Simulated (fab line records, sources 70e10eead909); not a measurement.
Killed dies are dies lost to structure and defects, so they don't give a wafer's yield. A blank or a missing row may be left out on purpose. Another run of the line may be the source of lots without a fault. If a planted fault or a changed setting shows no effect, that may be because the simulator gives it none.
Chamber matching -- flow nand-harc -- NHARC_A_CHANNEL_FILL_D2_ALD_02 on ald-hk-02: 4 sister chambers
The step deposits SiO2, target thk 6 nm, pulse time 10 s, ald cycles 60. 8 wafers are shown with their chamber, then 12 later ones without.

EACH WAFER AND ITS CHAMBER
wafer,chamber,heater-power-w (W),susceptor-temp-C (C)
L085.2,2,462,300.13
L084.2,1,403,300.15
L084.6,1,404,299.77
L090.3,3,546,300.29
L090.5,0,423,300.28
L093.2,2,467,299.78
L093.5,0,410,299.82
L093.6,3,561,300.05

WAFERS MISSING THEIR CHAMBER
wafer,heater-power-w (W),susceptor-temp-C (C)
L092.1,399,299.77
L092.3,417,299.98
L092.5,459,300.01
L094.2,425,299.86
L094.3,554,299.84
L094.5,414,299.96
L095.1,446,299.98
L095.4,426,299.86
L095.6,421,300.01
L097.2,556,299.89
L097.3,406,299.97
L097.4,451,299.89

WHICH CHAMBER EACH WENT THROUGH
wafer,from the rows above,in truth
L092.1,can't be placed: 1 or 0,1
L092.3,can't be placed: 0 or 1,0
L092.5,2,2
L094.2,can't be placed: 0 or 1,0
L094.3,3,3
L094.5,can't be placed: 0 or 1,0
L095.1,can't be placed: 2 or 0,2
L095.4,can't be placed: 0 or 1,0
L095.6,can't be placed: 0 or 1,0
L097.2,3,3
L097.3,can't be placed: 1 or 0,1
L097.4,2,2
Correct placement for 4 of the 12. Can't be placed from these rows: 8 (the true chamber is among the candidates in 8). 0 placed wrongly.
How it was worked out, from the rows above alone: a wafer's distance from a chamber is the root of the sum, over the readings, of the square of ((its reading less the chamber's mean) divided by the reading's scatter). If the next closest chamber is less than 2 further off than the closest, the wafer can't be placed; otherwise it belongs to the closest. Each chamber's mean is taken over the wafers shown for it. The scatter: the root of (the sum of the squares of (reading less its chamber's mean) over the shown wafers, divided by (wafers less chambers)).
